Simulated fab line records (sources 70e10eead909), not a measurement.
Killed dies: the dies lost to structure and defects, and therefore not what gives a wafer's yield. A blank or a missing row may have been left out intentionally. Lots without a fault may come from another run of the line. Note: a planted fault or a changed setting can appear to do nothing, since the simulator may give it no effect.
Which tool did it? + flow nandHarc + Sampling: 14 lots, 42 wafers, 4 of 1302 route steps

== WHAT EACH GAUGE READ, for each wafer ==
NHARC_P_GATE_CD_MEAS_46: the cd target is 720 nm.
| lot  | measured     | on       | cdNm (nm)         |
|------|--------------|----------|-------------------|
| L260 | day 5 09:19  | cdSem-02 | 721.2 723.7 721.5 |
| L261 | day 5 22:04  | cdSem-01 | 718.4 720.7 720.0 |
| L263 | day 6 16:32  | cdSem-03 | 724.0 724.2 724.7 |
| L265 | day 7 11:49  | cdSem-03 | 722.8 725.0 720.1 |
| L267 | day 8 12:46  | cdSem-01 | 720.9 716.8 719.1 |
| L268 | day 9 03:36  | cdSem-02 | 721.2 720.1 721.5 |
| L270 | day 9 23:40  | cdSem-03 | 722.5 721.3 721.5 |
| L271 | day 10 07:32 | cdSem-02 | 720.7 721.9 718.5 |
| L272 | day 10 15:14 | cdSem-01 | 722.8 718.6 718.7 |
| L273 | day 11 19:42 | cdSem-02 | 722.9 722.1 719.5 |
| L275 | day 11 20:59 | cdSem-02 | 718.0 718.5 720.7 |
| L276 | day 12 04:49 | cdSem-03 | 721.8 723.7 717.9 |
| L277 | day 12 14:37 | cdSem-01 | 725.4 724.9 724.1 |
| L282 | day 14 22:50 | cdSem-01 | 723.9 717.0 717.6 |

NHARC_P_CONTACT_OVL_MEAS_13.
| lot  | measured     | on         | overlayXNm (nm) | overlayYNm (nm) |
|------|--------------|------------|-----------------|-----------------|
| L260 | day 5 17:35  | overlay-01 | 0.3 0.7 0.7     | -0.9 -0.6 -0.6  |
| L261 | day 6 06:32  | overlay-01 | 0.4 0.0 0.6     | -0.6 -0.1 -0.9  |
| L263 | day 7 00:42  | overlay-01 | 1.0 1.0 0.5     | -0.6 -0.6 -0.7  |
| L265 | day 7 23:07  | overlay-02 | -0.2 0.4 0.4    | -0.3 -1.1 -0.9  |
| L267 | day 8 20:46  | overlay-01 | -1.5 -0.5 -0.5  | 1.5 1.2 1.7     |
| L268 | day 9 11:49  | overlay-01 | -0.8 -0.3 -0.5  | 0.6 0.8 0.7     |
| L270 | day 10 07:57 | overlay-01 | 0.9 0.7 0.2     | -0.4 0.0 -0.8   |
| L271 | day 10 15:43 | overlay-01 | 1.3 1.0 1.1     | 0.0 0.4 0.1     |
| L272 | day 10 23:24 | overlay-01 | -0.6 -0.7 -0.2  | -0.5 -0.7 -0.6  |
| L273 | day 12 03:47 | overlay-01 | -0.3 -0.1 1.0   | -0.3 -0.1 0.4   |
| L275 | day 12 05:09 | overlay-01 | -1.1 -1.7 -1.3  | 0.9 1.1 1.1     |
| L276 | day 12 12:55 | overlay-01 | 0.2 0.6 1.0     | -0.6 -0.2 -0.4  |
| L277 | day 12 22:38 | overlay-02 | 0.2 0.5 0.5     | 0.2 0.0 0.2     |
| L282 | day 15 07:03 | overlay-02 | 0.1 -0.4 -0.4   | 0.0 0.1 0.2     |

== TOOL THAT RAN EACH LOT (tool first, then ch and the chambers of the sampled wafers, then the start) ==
| lot  | NHARC_P_GATE_STRIP_113              | NHARC_P_CONTACT_DEP_30          |
|------|-------------------------------------|---------------------------------|
| L260 | plasmaAsher-02 ch 0,1, day 5 13:28  | pecvd-04 ch 0,1, day 5 15:59    |
| L261 | plasmaAsher-02 ch 0,1, day 6 02:17  | pecvd-02 ch 0,1, day 6 04:58    |
| L263 | plasmaAsher-01 ch 0,1, day 6 20:34  | pecvd-02 ch 0,1,2, day 6 23:06  |
| L265 | plasmaAsher-01 ch 0, day 7 18:50    | pecvd-01 ch 0,1, day 7 21:28    |
| L267 | plasmaAsher-01 ch 0,1, day 8 16:32  | pecvd-04 ch 0,1,2, day 8 19:07  |
| L268 | plasmaAsher-02 ch 0,1, day 9 07:42  | pecvd-02 ch 0,1,2, day 9 10:19  |
| L270 | plasmaAsher-01 ch 0,1, day 10 03:34 | pecvd-02 ch 0,1,2, day 10 06:17 |
| L271 | plasmaAsher-01 ch 0,1, day 10 11:26 | pecvd-01 ch 0,1, day 10 14:04   |
| L272 | plasmaAsher-01 ch 0,1, day 10 19:08 | pecvd-01 ch 0,1, day 10 21:46   |
| L273 | plasmaAsher-01 ch 0,1, day 11 23:53 | pecvd-04 ch 0,2, day 12 02:17   |
| L275 | plasmaAsher-01 ch 0,1, day 12 01:07 | pecvd-01 ch 0,1,2, day 12 03:38 |
| L276 | plasmaAsher-02 ch 0,1, day 12 08:56 | pecvd-02 ch 1,2, day 12 11:25   |
| L277 | plasmaAsher-02 ch 0,1, day 12 18:30 | pecvd-02 ch 0,2, day 12 21:02   |
| L282 | plasmaAsher-01 ch 0,1, day 15 03:11 | pecvd-02 ch 0,1,2, day 15 05:32 |
- NHARC_P_GATE_STRIP_113: strips in N2/H2, time 740 s.
- NHARC_P_CONTACT_DEP_30: deposits SiNx, target thk 30 nm.

== WHAT THE TOOLS THEMSELVES READ (means of the sampled wafers that have a number; where no wafer has one, the mark that the record gives instead) ==
NHARC_P_GATE_STRIP_113.
| lot  | tool           | drypumpMotorCurrentA (A) | heaterPowerW (W) |
|------|----------------|--------------------------|------------------|
| L260 | plasmaAsher-02 | 5.52                     | 86.0             |
| L261 | plasmaAsher-02 | 5.49                     | 84.9             |
| L263 | plasmaAsher-01 | 5.70                     | 90.3             |
| L265 | plasmaAsher-01 | 5.81                     | 89.4             |
| L267 | plasmaAsher-01 | 5.70                     | 88.8             |
| L268 | plasmaAsher-02 | 5.42                     | 83.4             |
| L270 | plasmaAsher-01 | 5.68                     | 87.9             |
| L271 | plasmaAsher-01 | 5.67                     | 88.2             |
| L272 | plasmaAsher-01 | 5.58                     | 88.0             |
| L273 | plasmaAsher-01 | 5.56                     | 87.5             |
| L275 | plasmaAsher-01 | 5.68                     | 88.2             |
| L276 | plasmaAsher-02 | 5.50                     | 90.1             |
| L277 | plasmaAsher-02 | 5.52                     | 91.1             |
| L282 | plasmaAsher-01 | 5.57                     | 87.6             |

NHARC_P_CONTACT_DEP_30.
| lot  | tool     | heaterPowerOuterW (W) | heaterPowerW (W) |
|------|----------|-----------------------|------------------|
| L260 | pecvd-04 | 461                   | 813              |
| L261 | pecvd-02 | 430                   | 693              |
| L263 | pecvd-02 | 438                   | 717              |
| L265 | pecvd-01 | 453                   | 741              |
| L267 | pecvd-04 | 415                   | 702              |
| L268 | pecvd-02 | 447                   | 723              |
| L270 | pecvd-02 | 436                   | 699              |
| L271 | pecvd-01 | 449                   | 729              |
| L272 | pecvd-01 | 446                   | 723              |
| L273 | pecvd-04 | -                     | -                |
| L275 | pecvd-01 | -                     | -                |
| L276 | pecvd-02 | 419                   | 687              |
| L277 | pecvd-02 | 456                   | 739              |
| L282 | pecvd-02 | 399                   | 662              |

== THE ANSWER, worked out from the rows above alone ==
Rule: the lots themselves supply what counts as usual. The widest of any qualifying gaps counts: lots, ordered by their means at a reading, are off when they make up no more than a third of the lots, leave a main group of 4 or more, and stand apart from it by 3 or more times the standard deviation of that group's means. Not used: any main group whose means are identical at the precision the tables above print for the reading. A lot without any number at a reading at which 4 lots or more have one is off too. Where the step has rows for the other lots, those lots are counted as sound. The gauges are gone through in route order, then the tools' own readings, and for those a lot's mean is taken as printed above. At the first step where some lot is off, the reading lying furthest off is the one used; lots without a number count as furthest.
Off at NHARC_P_CONTACT_DEP_30 (heaterPowerOuterW): L273, L275. Without a number there: L273, L275. The main group has a mean of 437 W with a standard deviation of 18.
If a tool, at that step or one of the process steps before it, ran each lot that is off and ran no sound lot following the first of them, it fits. Of those tried, none fits.

== WHAT THE SIMULATOR HAD INSERTED ==
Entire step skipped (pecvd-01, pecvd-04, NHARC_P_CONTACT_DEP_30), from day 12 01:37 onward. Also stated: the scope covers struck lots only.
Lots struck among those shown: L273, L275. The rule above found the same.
